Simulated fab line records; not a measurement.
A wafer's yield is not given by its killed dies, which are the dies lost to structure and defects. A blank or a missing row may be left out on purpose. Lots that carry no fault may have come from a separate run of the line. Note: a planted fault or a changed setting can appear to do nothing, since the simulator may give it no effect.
A lot that was struck, set against a sound lot | flow nand-harc | 14 steps out of a route of 1159
Sound: the wafers L642.1, L642.2, L642.5. Struck: wafer L645.2 (L645.3, L645.5, from the same lot, were not struck and are left out); the cause is given at the end.
At each step with rows: each side's tool, then ch and its chambers, then its first start. Under that, the readings that differ: sound wafers | struck wafers | difference of the means | sigmas: that difference in standard deviations of wafers without a fault.
alike: readings with means less than 2 such deviations apart, plus words and numbers identical on both sides. not compared: withheld readings, readings lacking a value on some wafer, bounds such as >300 that could conceal the same value, and numbers that have no deviation in the record and whose values overlap.
A row with sigmas, a row that says differs or no value, or rows on one side alone: a step with any of these is where the two part. Numbers that don't overlap but have no deviation are shown without sigmas and don't part them. Lack of a reading on every wafer of one side parts them only where that side has two or more wafers.

NHARC_A_STAIRCASE_DESCUM_291: chemistry O2, time 3 s.
  sound on rie-diel-02 ch 0,1,2, day 12 00:37; struck on rie-diel-11 ch 2, day 13 08:26
  alike: chamber-pressure-mTorr, drypump-motor-current-A, oes-product-au, rf-vpp-V, showerhead-plenum-p-Torr, throttle-valve-pct
  not compared: rf-hours-counter-h
then, 3 steps without rows for these wafers: NHARC_A_STAIRCASE_ETCH_292 (etches the open film in CF4/CHF3); NHARC_A_STAIRCASE_HM_OPEN_460 (chemistry O2/COS); NHARC_A_STAIRCASE_STRIP_461 (strips in O2/COS).
NHARC_A_STAIRCASE_ETCH_452: etches the open film in CF4/O2, target depth 30 nm, overetch 3 nm, time 16.5 s.
  sound: rie-diel-02 ch 0,1,3; struck: rie-diel-11 ch 2
  alike: chamber-pressure-mTorr, drypump-motor-current-A, oes_f_703_au, oes-product-au, rf-vpp-V, showerhead-plenum-p-Torr, throttle-valve-pct
  not compared: rf-hours-counter-h
NHARC_A_STAIRCASE_ETCH_294: etches the open film in C4F8/O2/Ar, target depth 4992 nm, time 1212.4 s.
  sound: rie-diel-02 ch 0,3; struck: rie-diel-11 ch 0
  alike: chamber-pressure-mTorr, oes-product-au, rf-vpp-V
  not compared: rf-hours-counter-h
NHARC_A_STAIRCASE_STRIP_295: strips in O2.
  sound: rie-diel-02 ch 0,1,3; struck: rie-diel-11 ch 0
  alike: chamber-pressure-mTorr, drypump-motor-current-A, oes-product-au, rf-vpp-V, showerhead-plenum-p-Torr, throttle-valve-pct
  not compared: rf-hours-counter-h
then, 3 steps without rows for these wafers: NHARC_A_STAIRCASE_STRIP_296 (strips in SPM, time 900 s); NHARC_A_STAIRCASE_PRECLEAN_297 (cleans in SC1); NHARC_A_STAIRCASE_SRD_298.
NHARC_A_STAIRCASE_HM_DEP_462: deposits aC, target thk 800 nm.
  sound on acl-dep-03 ch 0, day 12 02:50; struck on acl-dep-03 ch 0, day 13 13:58
  alike: throttle-valve-pct
NHARC_A_STAIRCASE_DEP_301: deposits SiON, target thk 30 nm.
  sound on pecvd-04 ch 1,2, day 12 04:54; struck on pecvd-04 ch 0, day 13 15:31
  reading              | sound             | struck | difference | sigmas
  rf-fwd-power-W (W)   | 346.7 349.3 349.0 | 208.8  | -139.5     | -99 or more
  showerhead-vpp-V (V) | 1122 1123 1120    | 872    | -250       | -6
  alike: heater-power-w
then, 1 step without rows for these wafers: NHARC_A_STAIRCASE_DEHYDRATE_302 (time 120 s).
-- jump in the record: it breaks off in module A_STAIRCASE and resumes in module END (first step shown: number 1159 of the route), and 7 days separate the struck wafers' starts before and after --
NHARC_END_SORT_01:
  here the record holds rows for the struck wafers (prober-02 ch 0, day 21 03:09) but none for the sound ones

== WHERE THEY PART ==
Last at NHARC_END_SORT_01 as far as this record goes, first at NHARC_A_STAIRCASE_DEP_301.

WHY: what the simulator had put in
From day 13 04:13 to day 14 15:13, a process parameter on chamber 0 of pecvd-04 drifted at NHARC_A_STAIRCASE_DEP_301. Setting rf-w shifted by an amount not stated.
